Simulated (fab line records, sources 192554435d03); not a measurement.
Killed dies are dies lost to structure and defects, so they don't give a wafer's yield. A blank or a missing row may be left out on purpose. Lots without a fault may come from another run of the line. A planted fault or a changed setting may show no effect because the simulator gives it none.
Chamber matching | flow n5_finfet | N5_SDB_ALD_29 on ald_sin-01: 4 sister chambers
The step deposits SiNx, target thk 30 nm, pulse time 1 s, ald cycles 600. 8 wafers are shown with their chamber, then 7 later ones without.

WAFERS WITH THEIR CHAMBER
wafer  | chamber | heater_power_w (W) | precursor_pulse_height_rel
L076.5 | 3       | 783                | 0.991
L079.2 | 2       | 839                | 0.999
L079.3 | 1       | 806                | 0.996
L084.1 | 0       | 909                | 0.994
L084.3 | 3       | 795                | 1.014
L084.5 | 2       | 869                | 0.994
L091.1 | 0       | 913                | 1.006
L091.2 | 1       | 798                | 0.997

WAFERS WITHOUT THEIR CHAMBER
wafer  | heater_power_w (W) | precursor_pulse_height_rel
L091.4 | 840                | 0.977
L093.4 | 774                | 1.011
L093.5 | 930                | 0.987
L093.6 | 808                | 0.993
L097.1 | 917                | 0.993
L097.4 | 790                | 1.012
L097.6 | 809                | 1.023

WHICH CHAMBER EACH WENT THROUGH
wafer  | from the rows above          | in truth
L091.4 | can't be placed: 2 or 1      | 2
L093.4 | can't be placed: 3 or 1      | 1
L093.5 | 0                            | 0
L093.6 | can't be placed: 1 or 3      | 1
L097.1 | 0                            | 0
L097.4 | can't be placed: 3 or 1      | 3
L097.6 | can't be placed: 3 or 1 or 2 | 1
Placed correctly: 2 of 7. Can't be placed from these rows: 5 (the true chamber is among the candidates in 5). Placed wrongly: 0.
How it was worked out, from the rows above alone: a wafer's distance from a chamber is the root of the sum, over the readings, of the square of ((its reading less the chamber's mean) divided by the reading's scatter). The wafer belongs to the nearest chamber; if the next one is less than 2 further off, it can't be placed. A chamber's mean is the mean of its shown wafers. The scatter: the root of (the sum of the squares of (reading less its chamber's mean) over the shown wafers, divided by (wafers less chambers)).
